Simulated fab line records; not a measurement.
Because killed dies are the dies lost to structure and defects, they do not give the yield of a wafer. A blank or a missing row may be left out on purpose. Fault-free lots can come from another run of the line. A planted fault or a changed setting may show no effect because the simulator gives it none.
Chamber matching    flow n5Finfet    N5_FIN_CUT_ETCH_21 on rieDiel-05 has 4 sister chambers
The step etches SOC in N2/H2, target depth 219 nm, overetch 43.8 nm, time 523.5 s. 4 wafers are shown with their chamber, then 8 later ones without.

== WAFERS PAIRED WITH THEIR CHAMBERS ==
wafer   chamber  showerheadPlenumPTorr (Torr)
L076.3  3        2.51
L081.4  2        2.64
L081.6  1        2.50
L090.1  0        2.54

== WAFERS WHOSE CHAMBER IS MISSING ==
wafer   showerheadPlenumPTorr (Torr)
L090.2  2.49
L090.3  2.63
L093.3  2.50
L093.4  2.54
L093.6  2.63
L094.1  2.63
L094.4  2.49
L094.6  2.63

== CHAMBER TAKEN BY EACH ==
wafer   from the rows above      in truth
L090.2  can't be placed: 1 or 3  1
L090.3  2                        2
L093.3  can't be placed: 1 or 3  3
L093.4  0                        0
L093.6  2                        2
L094.1  2                        2
L094.4  can't be placed: 1 or 3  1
L094.6  2                        2
Correct placement for 5 of the 8. Cannot be placed on the basis of these rows: 3; the candidates contain the true chamber in 3. Placed wrongly: 0.
How it was worked out, from the rows above alone: a wafer's distance from a chamber is the root of the sum, over the readings, of the square of ((its reading less the chamber's mean) divided by the reading's scatter). The wafer belongs to the nearest chamber; if the next one is less than 2 further off, it can't be placed. For every chamber, the mean is computed from those of its wafers that are shown. The scatter (one wafer shown for each chamber): square how far every hidden wafer sits from the nearest shown wafer, average those squares and take the square root.
